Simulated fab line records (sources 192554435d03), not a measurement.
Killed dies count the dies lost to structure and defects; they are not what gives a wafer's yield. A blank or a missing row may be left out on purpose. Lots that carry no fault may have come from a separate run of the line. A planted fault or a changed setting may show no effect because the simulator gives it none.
Chamber matching / flow n5-finfet / rie-diel-06 running N5_BEOL_M2_ETCH_63: 4 sister chambers
The step etches SiARC in CF4, target depth 15.6 nm, time 26 s. 8 wafers are shown with their chamber, then 8 later ones without.

WAFERS PAIRED WITH THEIR CHAMBERS
wafer=L079.3; chamber=3; drypump-motor-current-A (A)=5.7; throttle-valve-pct (%)=15.86
wafer=L081.5; chamber=3; drypump-motor-current-A (A)=5.8; throttle-valve-pct (%)=15.87
wafer=L086.3; chamber=0; drypump-motor-current-A (A)=4.9; throttle-valve-pct (%)=15.61
wafer=L087.2; chamber=1; drypump-motor-current-A (A)=5.1; throttle-valve-pct (%)=15.57
wafer=L090.1; chamber=2; drypump-motor-current-A (A)=6.6; throttle-valve-pct (%)=15.88
wafer=L090.5; chamber=0; drypump-motor-current-A (A)=4.9; throttle-valve-pct (%)=15.62
wafer=L090.6; chamber=1; drypump-motor-current-A (A)=5.1; throttle-valve-pct (%)=15.57
wafer=L091.1; chamber=2; drypump-motor-current-A (A)=6.7; throttle-valve-pct (%)=15.89

WAFERS WITHOUT THEIR CHAMBER
wafer=L091.3; drypump-motor-current-A (A)=4.9; throttle-valve-pct (%)=15.63
wafer=L091.6; drypump-motor-current-A (A)=5.2; throttle-valve-pct (%)=15.57
wafer=L094.2; drypump-motor-current-A (A)=4.9; throttle-valve-pct (%)=15.65
wafer=L094.5; drypump-motor-current-A (A)=4.9; throttle-valve-pct (%)=15.66
wafer=L094.6; drypump-motor-current-A (A)=5.8; throttle-valve-pct (%)=15.93
wafer=L095.1; drypump-motor-current-A (A)=5.1; throttle-valve-pct (%)=15.59
wafer=L095.2; drypump-motor-current-A (A)=5.8; throttle-valve-pct (%)=15.93
wafer=L095.4; drypump-motor-current-A (A)=5.8; throttle-valve-pct (%)=15.91

CHAMBER TAKEN BY EACH
wafer=L091.3; from the rows above=0; in truth=0
wafer=L091.6; from the rows above=1; in truth=1
wafer=L094.2; from the rows above=0; in truth=0
wafer=L094.5; from the rows above=0; in truth=0
wafer=L094.6; from the rows above=3; in truth=3
wafer=L095.1; from the rows above=1; in truth=1
wafer=L095.2; from the rows above=3; in truth=3
wafer=L095.4; from the rows above=3; in truth=3
Correctly placed: 8 of 8. Can't be placed from these rows: 0. Wrongly placed: 0.
How it was worked out, from the rows above alone: a wafer's distance from a chamber is the root of the sum, over the readings, of the square of ((its reading less the chamber's mean) divided by the reading's scatter). If the next closest chamber is less than 2 further off than the closest, the wafer can't be placed; otherwise it belongs to the closest. The mean given for a chamber averages the wafers shown for that chamber. The scatter: take each reading less its chamber's mean, square it, sum over the shown wafers, divide by the number of wafers less the number of chambers, and take the root.
